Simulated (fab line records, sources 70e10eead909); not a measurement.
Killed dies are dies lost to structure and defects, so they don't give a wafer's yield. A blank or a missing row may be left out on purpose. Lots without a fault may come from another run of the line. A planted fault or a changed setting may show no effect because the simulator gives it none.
fab line records | flow nand_harc
record lots=13 wafers=39 last_day=33
route steps=1302 shown A_M0@1161 A_M1@1187 END@1302
lots that met no fault: from a run of the same line without faults
start_h: hours from the record's first day to the start of the lot's first wafer shown | wait_h: hours since the lot's step before | " the same as in the row above | L1.1+2: a row that stands for several wafers | - no value, or no start given | * or withheld: withheld | < > ~ a bound
route shown NAME@n: a module of which the file shows steps, and the number in the route of the first | usual: mean/standard deviation of fault-free wafers | same: alike in all rows | chamber/n: place in a boat | sites: the reading at each site | _std_site: their standard deviation | _edge_site: outer sites' mean less inner sites' | radius_mm: how far each site lies from the wafer's centre | mask NAME#n: copy n | behind: the tool/chamber that last shaped the wafer | hold: why the lot was held/for how many hours/how that ended | device: the transistor (n, p or np) that didn't switch | end of line: the same wafers' tests at the end of the route | a step without rows: its recipe alone | killed: dies lost to structure and defects at the first sort, not the wafer's yield | map: a wafer's dies, x killed, . not, _ none there
set.NAME: the setting as run; set.NAME@STEP: as run at that earlier step | model.NAME: the simulator's own value behind a step, which no gauge read
steps of the route over a sample of lots; a table a step, a row a wafer
services: from which hour (start_h, from the record's first day; less than 0 if before it) a tool's chamber was out of use, for how many hours, and why
## steps
# step NHARC_A_M0_ANNEAL_30
# recipe temp_c=225 time_s=90
# usual wafer_temp_C_max=226.14/0.25
# columns lot.wafer tool chamber start_h wait_h wafer_temp_C_max
L174.3 rtp_anneal-02 0 525.92 0.3 226.29
L174.4 " 0 " " 226.13
L174.6 " 0 " " 226.32
L176.1 rtp_anneal-01 0 555.13 - 225.62
L176.4 " 0 " " 226.19
L176.5 " 0 " " 225.97
L181.1 rtp_anneal-01 0 598.76 0.3 226.36
L181.4 " 0 " " 226.05
L181.6 " 0 " " 226.58
L182.1 rtp_anneal-01 0 600.09 0.3 225.71
L182.3 " 0 " " 226.21
L182.4 " 0 " " 225.75
L180.2 rtp_anneal-01 0 602.18 - 226.31
L180.3 " 0 " " 226.13
L180.6 " 0 " " 225.65
L183.2 rtp_anneal-01 0 615.74 - 226.78
L183.5 " 0 " " 226.25
L183.6 " 0 " " 226.06
L187.2 rtp_anneal-01 0 662.67 - 226.04
L187.3 " 0 " " 225.93
L187.6 " 0 " " 225.89
L190.1 rtp_anneal-02 0 684.04 - 225.84
L190.3 " 0 " " 226.33
L190.5 " 0 " " 226.07
L189.3 rtp_anneal-02 0 701.17 0.4 225.95
L189.4 " 0 " " 226.41
L189.6 " 0 " " 226.58
L192.1 rtp_anneal-01 0 704.72 0.3 226.03
L192.4 " 0 " " 226.08
L192.5 " 0 " " 226.30
L193.4 rtp_anneal-01 0 724.96 - 226.04
L193.5 " 0 " " 226.17
L193.6 " 0 " " 226.03
L196.4 rtp_anneal-01 0 747.65 - 226.09
L196.5 " 0 " " 225.76
L196.6 " 0 " " 226.15
L197.2 rtp_anneal-02 0 761.66 0.3 226.23
L197.4 " 0 " " 226.32
L197.6 " 0 " " 226.33
# step NHARC_A_M1_ETCH_28
# recipe target_depth_a=300 over_etch_frac=0.3 time_s=72.99 ion_energy_ev=150 cf4_flow_sccm=50 n2_flow_sccm=100 ar_flow_sccm=150 rf_w=300 bias_w=100 chemistry=CF4/N2
# usual drypump_motor_current_A=5.5/0.52 n2_flow_sccm=100.0/0.31 oes_product_au=1.005/0.011 rf_vpp_V=314.3/1.9 showerhead_plenum_p_Torr=2.64/0.1 throttle_valve_pct=19.793/0.0097
# columns lot.wafer tool chamber start_h wait_h drypump_motor_current_A n2_flow_sccm oes_product_au rf_hours_counter_h rf_vpp_V showerhead_plenum_p_Torr throttle_valve_pct
L174.3 rie_diel-10 2 528.84 - 5.0 99.6 1.018 6.3 315.9 2.77 19.785
L174.4 " 1 " " 5.9 100.5 0.991 6.2 313.3 2.61 19.793
L174.6 " 2 " " 4.9 100.0 1.019 - 316.3 2.77 19.798
L176.1 rie_diel-10 1 558.37 - 5.9 99.9 1.003 8.0 313.2 2.60 19.772
L176.4 " 2 " " 4.9 99.3 0.997 8.6 316.4 2.77 19.792
L176.5 " 2 " " 4.9 99.8 1.010 - 316.7 2.77 19.788
L181.1 rie_diel-05 3 601.71 - 6.0 99.4 1.027 0.2 312.1 2.46 19.811
L181.4 " 1 " " 5.2 100.2 1.005 0.3 313.9 2.56 19.807
L181.6 " 3 " " 6.0 100.3 1.017 - 312.4 2.46 19.801
L182.3 rie_diel-05 0 603.10 - 6.5 99.9 1.005 0.4 316.9 2.75 19.800
L182.4 " 1 " " 5.3 100.0 0.999 0.4 312.1 2.56 19.801
L182.1 " 3 " " 6.1 100.0 1.010 0.3 311.3 2.46 19.790
L180.3 rie_diel-05 0 606.40 - 6.5 99.7 0.994 0.5 315.4 2.75 19.795
L180.2 " 2 " " 5.1 100.2 1.005 0.4 314.3 2.62 19.800
L180.6 " 0 " " 6.5 99.7 0.834 - 316.8 2.75 19.790
L183.2 rie_diel-05 2 618.58 - 5.1 100.1 1.003 0.6 314.2 2.62 19.790
L183.5 " 0 " " 6.4 100.2 1.010 - 315.4 2.75 19.807
L183.6 " 1 " " 5.3 100.2 0.827 - 314.6 2.56 19.786
L187.2 rie_diel-10 0 665.83 - 5.8 100.2 0.999 3.5 312.2 2.57 19.796
L187.3 " 1 " " 5.9 100.0 0.999 1.4 313.7 2.60 19.799
L187.6 " 2 " " 4.9 100.0 0.997 - 317.4 2.77 19.792
L190.1 rie_diel-05 2 687.22 - 5.2 100.0 1.020 4.4 314.8 2.62 19.805
L190.3 " 0 " " 6.5 99.7 1.011 3.8 315.3 2.75 19.790
L190.5 " 2 " " 5.2 100.4 1.008 - 313.6 2.62 19.797
L189.3 rie_diel-10 2 704.18 - 4.9 100.2 1.000 6.1 318.1 2.76 19.768
L189.4 " 0 " " 5.8 100.5 0.998 6.4 312.2 2.57 19.802
L189.6 " 3 " " 5.1 100.3 0.996 - 314.8 2.66 19.810
L192.1 rie_diel-05 3 707.63 - 6.0 100.2 1.013 4.8 313.5 2.46 19.781
L192.4 " 1 " " 5.3 100.2 1.010 6.3 313.9 2.56 19.779
L192.5 " 3 " " 6.0 100.7 1.023 - 311.9 2.46 19.805
L193.4 rie_diel-05 2 727.72 - 5.2 100.5 1.027 7.6 312.6 2.62 19.797
L193.5 " 2 " " 5.2 100.3 1.021 - 313.4 2.62 19.784
L193.6 " 3 " " 6.1 100.6 1.029 - 310.4 2.46 19.800
L196.4 rie_diel-05 2 750.50 - 5.1 99.9 1.026 9.0 313.5 2.62 19.810
L196.5 " 3 " " 6.1 100.4 1.032 - 311.5 2.46 19.785
L196.6 " 0 " " 6.5 99.8 1.017 - 315.1 2.75 19.796
L197.4 rie_diel-10 0 764.50 - 5.8 100.5 1.008 8.7 314.0 2.56 19.793
L197.2 " 3 " " 5.1 100.3 1.011 8.1 315.2 2.66 19.784
L197.6 " 1 " " 5.9 99.8 1.005 - 314.5 2.60 19.797
# step NHARC_A_M1_PRE_CLEAN_30
# recipe time_s=30 temp_c=280 gas=H2/He
# usual heater_power_w=399/54
# columns lot.wafer tool chamber start_h wait_h heater_power_w
L174.3 pvd_sputter-01 - - - 360
L174.4 " - " " 341
L174.6 " - " " 356
L176.4 pvd_sputter-02 - - - 414
L176.1 " - " " 442
L176.5 " - " " 402
L181.4 pvd_sputter-03 - - - 472
L181.1 " - " " 411
L181.6 " - " " 397
L182.4 pvd_sputter-03 - - - 457
L182.1 " - " " 482
L182.3 " - " " 401
L180.2 pvd_sputter-01 - - - 491
L180.3 " - " " 352
L180.6 " - " " 343
L183.2 pvd_sputter-02 - - - 409
L183.6 " - " " 408
L183.5 " - " " 324
L187.2 pvd_sputter-01 - - - 352
L187.3 " - " " 504
L187.6 " - " " 344
L190.1 pvd_sputter-03 - - - 395
L190.3 " - " " 407
L190.5 " - " " 405
L189.3 pvd_sputter-02 - - - 397
L189.4 " - " " 460
L189.6 " - " " 405
L192.1 pvd_sputter-02 - - - 459
L192.4 " - " " 411
L192.5 " - " " 319
L193.4 pvd_sputter-02 - - - 463
L193.6 " - " " 315
L193.5 " - " " 454
L196.4 pvd_sputter-02 - - - 314
L196.5 " - " " 396
L196.6 " - " " 401
L197.4 pvd_sputter-03 - - - 483
L197.2 " - " " 405
L197.6 " - " " 419
# step NHARC_A_M1_CMP_23
# recipe t_overpolish_s=20 target_thk_nm=154.34
# usual motor_current_A=13.0/1.5 pad_life_wafers=177/120 time_to_endpoint_s=29.0/2.3
# same t_overpolish_s=20
# columns lot.wafer tool chamber start_h wait_h motor_current_A pad_life_wafers time_to_endpoint_s
L174.4 cmp-01 0 530.32 - 11.5 132 29.2
L174.3 " 3 " " 11.7 135 29.7
L174.6 " 1 " " 15.7 - 31.7
L176.4 cmp-01 1 559.88 - 15.6 216 28.9
L176.1 " 2 " " 14.1 217 32.5
L176.5 " 2 " " 13.8 - 29.4
L181.4 cmp-03 3 603.18 - 12.4 186 30.2
L181.1 " 2 " " 12.8 189 28.1
L181.6 " 0 " " 14.6 - 28.2
L182.4 cmp-01 3 604.64 - 11.7 54 27.7
L182.3 " 1 " " 14.9 56 29.8
L182.1 " 2 " " 14.1 57 25.4
L180.3 cmp-03 2 608.00 - 12.8 217 28.5
L180.2 " 0 " " 13.7 219 28.8
L180.6 " 2 " " 12.6 - 26.5
L183.2 cmp-01 2 620.06 - 13.9 114 27.2
L183.6 " 2 " " 14.5 - 27.2
L183.5 " 3 " " 11.6 - 26.1
L187.3 cmp-02 2 667.64 - 14.7 132 25.4
L187.2 " 1 " " 11.9 135 32.8
L187.6 " 2 " " 15.0 - 28.0
L190.3 cmp-01 3 688.77 - 12.0 7 29.1
L190.1 " 1 " " 16.1 9 31.1
L190.5 " 3 " " 10.8 - 29.5
L189.4 cmp-01 3 705.82 - 11.6 78 28.2
L189.3 " 2 " " 14.6 81 29.2
L189.6 " 0 " " 11.2 - 26.1
L192.4 cmp-02 2 709.13 - 15.1 312 23.2
L192.1 " 0 " " 13.4 314 25.0
L192.5 " 2 " " 15.1 - 25.0
L193.4 cmp-01 2 729.29 - 14.4 159 29.8
L193.6 " 3 " " 11.8 - 29.2
L193.5 " 0 " " 11.1 - 28.9
L196.4 cmp-03 0 751.99 - 13.7 385 28.0
L196.5 " 3 " " 12.2 - 32.8
L196.6 " 0 " " 13.7 - 29.7
L197.4 cmp-01 2 765.99 - 14.3 270 30.7
L197.2 " 0 " " 11.3 272 26.5
L197.6 " 3 " " 12.0 - 28.5
# step NHARC_END_SORT_01
# recipe temp_c=25
# usual defect_limited_yield=91.0/2.8 killed_at_array=56/18 killed_at_other=1.4/1.5 killed_at_periphery=4/3.1 killed_dies=61/19 killed_open=3.5/1.8 killed_short=2.4/1.4
# same gross_dies=677
# columns lot.wafer tool chamber start_h wait_h defect_limited_yield[%] killed_at_array killed_at_other killed_at_periphery killed_dies killed_open killed_short
L180.2 prober-02 0 644.31 2.8 91.0 52 3 6 61 4 4
L180.3 prober-02 0 645.10 3.1 91.4 55 0 3 58 3 3
L180.6 prober-02 0 647.50 4.0 90.3 55 2 9 66 4 1
L183.2 prober-01 0 655.53 2.8 92.0 47 0 7 54 6 4
L183.5 prober-01 0 657.92 3.7 91.1 43 3 14 60 4 4
L183.6 prober-01 0 658.72 4.0 92.0 48 1 5 54 2 2
L187.2 prober-02 0 701.93 2.8 95.0 29 3 2 34 2 2
L187.3 prober-02 0 702.73 3.1 93.9 36 2 3 41 5 5
L187.6 prober-02 0 705.12 4.0 94.4 34 2 2 38 5 3
# killed by level:class
L180.2 A_CHANNEL_HOLE_D2:chamber_film_flake=28 A_ZERO_WELL:chamber_film_flake=5 A_M1:chamber_film_flake=4 A_CHANNEL_HOLE_D1:chamber_film_flake=3 A_STAIRCASE:chamber_film_flake=3 THIN_TSV:chamber_film_flake=3 A_CHANNEL_HOLE_D2:geometric_particle:short=2 P_STI:chamber_film_flake=2
L180.3 A_CHANNEL_HOLE_D2:chamber_film_flake=34 A_CHANNEL_HOLE_D1:chamber_film_flake=7 A_ZERO_WELL:chamber_film_flake=3 A_CONTACT:chamber_film_flake=2 P_M0:geometric_particle:short=1 A_CHANNEL_FILL_D1:geometric_particle:open=1 A_ONON_D2:geometric_particle:open=1 A_ONON_D2:geometric_particle:short=1
L180.6 A_CHANNEL_HOLE_D2:chamber_film_flake=33 P_STI:chamber_film_flake=6 A_M1:chamber_film_flake=6 A_CONTACT:chamber_film_flake=4 A_M1:area_etch=3 P_M2:chamber_film_flake=2 A_STAIRCASE:chamber_film_flake=2 A_SLIT:chamber_film_flake=2
L183.2 A_CHANNEL_HOLE_D2:chamber_film_flake=16 A_STAIRCASE:chamber_film_flake=9 A_CHANNEL_HOLE_D1:chamber_film_flake=6 A_CONTACT:chamber_film_flake=4 P_CONTACT:chamber_film_flake=3 P_BONDPAD:chamber_film_flake=3 A_CHANNEL_FILL_D1:geometric_particle:open=2 A_BLC:geometric_particle:open=2
L183.5 A_CHANNEL_HOLE_D2:chamber_film_flake=14 A_STAIRCASE:chamber_film_flake=11 A_CONTACT:chamber_film_flake=6 P_BONDPAD:chamber_film_flake=5 A_CHANNEL_HOLE_D1:chamber_film_flake=4 P_CONTACT:chamber_film_flake=3 THIN_TSV:chamber_film_flake=3 P_GATE:chamber_film_flake=2
L183.6 A_CHANNEL_HOLE_D2:chamber_film_flake=15 A_STAIRCASE:chamber_film_flake=9 A_M1:area_etch=8 A_CHANNEL_HOLE_D1:chamber_film_flake=7 P_BONDPAD:chamber_film_flake=3 A_CONTACT:chamber_film_flake=3 P_CONTACT:chamber_film_flake=2 A_DECK1_JOINT:geometric_particle:open=1
L187.2 A_CHANNEL_HOLE_D1:chamber_film_flake=10 A_CONTACT:chamber_film_flake=5 A_CHANNEL_HOLE_D2:chamber_film_flake=4 A_SLIT:chamber_film_flake=3 A_WL_FILL:chamber_film_flake=3 HYBRID_BOND:chamber_film_flake=2 P_CONTACT:geometric_particle:open=1 A_CHANNEL_HOLE_D2:geometric_particle:short=1
L187.3 A_CHANNEL_HOLE_D1:chamber_film_flake=18 A_CONTACT:chamber_film_flake=6 A_CHANNEL_FILL_D1:geometric_particle:short=2 A_STAIRCASE:chamber_film_flake=2 P_STI:geometric_particle:open=1 P_CONTACT:geometric_particle:short=1 A_CHANNEL_FILL_D1:geometric_particle:open=1 A_CHANNEL_HOLE_D2:geometric_particle:open=1
L187.6 A_CHANNEL_HOLE_D1:chamber_film_flake=14 A_SGD_CUT:geometric_particle:open=3 A_SLIT:chamber_film_flake=3 A_WL_FILL:chamber_film_flake=3 A_CHANNEL_HOLE_D2:chamber_film_flake=2 A_STAIRCASE:chamber_film_flake=2 P_CONTACT:geometric_particle:short=1 A_CHANNEL_FILL_D1:geometric_particle:short=1
## services
# columns tool chamber start_h hours kind
pvd_sputter-01 - 515.91 2.9 repair
pvd_sputter-03 - 526.00 10.0 pm
cmp-01 - 545.18 0.6 repair
cmp-03 - 558.61 4.0 pm
rie_diel-10 1 560.26 71.1 repair
rie_diel-10 2 564.46 3.6 repair
pvd_sputter-02 - 565.36 3.0 repair
rie_diel-10 - 565.90 1.6 repair
rie_diel-05 3 569.05 8.7 repair
cmp-03 - 574.06 0.7 repair
cmp-03 - 579.84 1.3 repair
rie_diel-05 - 583.62 9.0 pm
cmp-01 - 585.89 4.0 pm
pvd_sputter-02 - 591.73 17.8 repair
rie_diel-10 - 596.50 9.0 pm
pvd_sputter-02 - 638.00 10.0 pm
rie_diel-05 3 648.17 4.1 repair
cmp-01 - 683.89 4.0 pm
rie_diel-10 3 688.56 3.1 repair
pvd_sputter-02 - 697.04 2.9 repair
pvd_sputter-03 - 704.07 10.0 pm
rtp_anneal-02 - 744.00 12.0 pm
rie_diel-10 2 744.95 5.4 repair
rie_diel-05 - 760.62 9.0 pm
## key
first_sign step=NHARC_A_M1_ETCH_28 reading=oes_product_au direction=down sigmas=15 usual=1.005 struck=0.831
effect none on later readings
met_at NHARC_A_M1_ETCH_28
struck_lots L180,L183
struck_wafers L180.6,L183.6
not_acting_at NHARC_A_M0_ANNEAL_30,NHARC_A_M1_PRE_CLEAN_30,NHARC_A_M1_CMP_23
onset_between 603.10 606.40
fault kind=process_parameter_drift tool=rie_diel-05 chamber=- onset_h=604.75 steps=NHARC_A_M1_ETCH_28 channel=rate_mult offset=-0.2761 shape=step end_h=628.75 scope=struck_wafers_only
